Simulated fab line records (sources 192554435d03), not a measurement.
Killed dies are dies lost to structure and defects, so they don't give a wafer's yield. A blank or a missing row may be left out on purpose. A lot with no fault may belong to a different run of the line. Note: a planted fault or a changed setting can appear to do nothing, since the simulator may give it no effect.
The tool behind it: which one?	flow n5_finfet	12 lots, 36 wafers sampled, at 1 step of a route of 1938

## WHAT EACH GAUGE READ, for each wafer
N5_BEOL_M1_OCD_MEAS_38.
lot	measured	on	trench_depth_nm (nm)
L075	day 6 13:10	ocd-02	55.9 55.2 55.9
L077	day 6 22:58	ocd-02	56.2 55.9 54.7
L079	day 7 15:57	ocd-02	53.8 55.5 54.0
L081	day 7 23:47	ocd-01	55.4 54.7 54.9
L082	day 8 17:22	ocd-01	56.6 56.1 56.8
L085	day 9 02:42	ocd-01	53.8 54.9 53.7
L087	day 9 15:04	ocd-01	54.5 54.2 54.4
L089	day 9 23:07	ocd-02	53.9 54.4 54.2
L091	day 10 14:51	ocd-01	56.1 54.2 55.3
L093	day 11 01:03	ocd-02	54.7 55.9 57.0
L095	day 11 12:53	ocd-02	55.3 56.6 54.5
L097	day 12 10:08	ocd-01	55.7 53.9 54.8

## EACH LOT AND THE TOOL THAT RAN IT (in order: tool; ch and the chambers of the sampled wafers; start)
Record: no process step prior to these readings.

## THE ANSWER, worked out from the rows above alone
Rule: usual is defined by the lots themselves. Put in order of their means at a reading, lots are off if they are a third of the lots or fewer, leave a main group of 4 or more, and stand apart from it by a gap of 3 or more times the standard deviation of the main group's means; of several such gaps the widest counts. A main group whose means are all the same, to the digits that the tables above print for the reading, isn't used. Also off: a lot with no number at a reading for which 4 or more lots have one. Where the step has rows for the other lots, those lots are counted as sound.
No lot is off on any of the readings shown, so nothing can be concluded from this.

## WHAT HAD BEEN PUT IN BY THE SIMULATOR
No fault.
